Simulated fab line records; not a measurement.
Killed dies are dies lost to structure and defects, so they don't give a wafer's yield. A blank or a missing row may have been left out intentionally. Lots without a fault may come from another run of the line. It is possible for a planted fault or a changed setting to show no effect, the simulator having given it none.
One fault seen from 2 desks | flow nand harc | every desk sees just its own numbers, and what lay behind them comes last

## FOR THE TOOL OWNER'S DESK: har etch-02
The tool's own readings at NHARC_A_CHANNEL_HOLE_D2_ETCH_22 (etches the open film in C4F8/O2/Ar, time 666.7 s, target depth 1600 nm): means of the sampled wafers that have a number, for each lot that ran on this tool. A lot is out of limits, marked OUT, if its mean lies more than 4 standard deviations from the usual mean; the brackets give that distance.
Columns: A = drypump motor current A at NHARC_A_CHANNEL_HOLE_D2_ETCH_22, usual 5.59 A; B = showerhead plenum p Torr at NHARC_A_CHANNEL_HOLE_D2_ETCH_22, usual 3.68 Torr; C = throttle valve pct at NHARC_A_CHANNEL_HOLE_D2_ETCH_22, usual 32.155 %
lot  | first seen here | A    | B    | C
L664 | day 13 12:17    | 5.39 | 3.48 | 32.160
L665 | day 14 08:14    | 5.38 | 3.48 | 32.149
L669 | day 16 04:59    | 5.29 | 3.49 | 32.147
L670 | day 16 12:55    | 5.40 | 3.46 | 32.163
L678 | day 19 15:12    | 5.27 | 3.91 | 32.157
L680 | day 20 05:40    | 5.48 | 3.90 | 32.163
L682 | day 21 09:00    | 5.40 | 3.90 | 32.148
L684 | day 22 18:29    | 5.39 | 3.89 | 32.164
L686 | day 23 03:35    | 5.51 | 3.88 | 32.158
Finding of this desk: none of the 9 lots has anything out of limits.

## THE DEFECT DESK
For each lot, the counts of the inspections along the route, averaged over the sampled wafers that have a number. A lot is out of limits, marked OUT, if its mean lies more than 4 standard deviations from the usual mean; the brackets give that distance.
Columns: A = raw defect count at NHARC_A_CHANNEL_HOLE_D2_INSPECT_40, usual 299
lot  | first seen here | A
L664 | day 13 17:02    | 229
L665 | day 14 13:43    | 315
L669 | day 16 09:43    | 1563 (+16) OUT
L670 | day 16 17:49    | 1604 (+16) OUT
L677 | day 19 04:13    | 358
L678 | day 19 20:02    | 164
L680 | day 20 10:34    | 302
L682 | day 21 13:51    | 348
L683 | day 21 14:44    | 295
L684 | day 22 23:19    | 243
L686 | day 23 08:14    | 363
This desk's finding: out of limits on L669, L670; first on L669, day 16 09:43 (raw defect count at NHARC_A_CHANNEL_HOLE_D2_INSPECT_40). In limits: L664, L665, L677, L678, L680, L682, L683, L684, L686.

## PUT TOGETHER
The defect desk could have raised an alarm at day 16 09:43, on L669, L670.
The tool owner's desk saw nothing out of limits.
On record at the tool owner's desk: L669, L670, within its limits.
Of the lots named, all ran NHARC_A_CHANNEL_HOLE_D2_ETCH_22 on har etch-02.

## WHAT THE SIMULATOR HAD PUT IN
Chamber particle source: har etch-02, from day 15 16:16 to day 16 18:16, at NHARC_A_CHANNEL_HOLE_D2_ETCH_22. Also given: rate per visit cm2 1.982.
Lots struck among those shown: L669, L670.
Hours from the fault's start to each desk's first reading out of limits: the defect desk, 17.
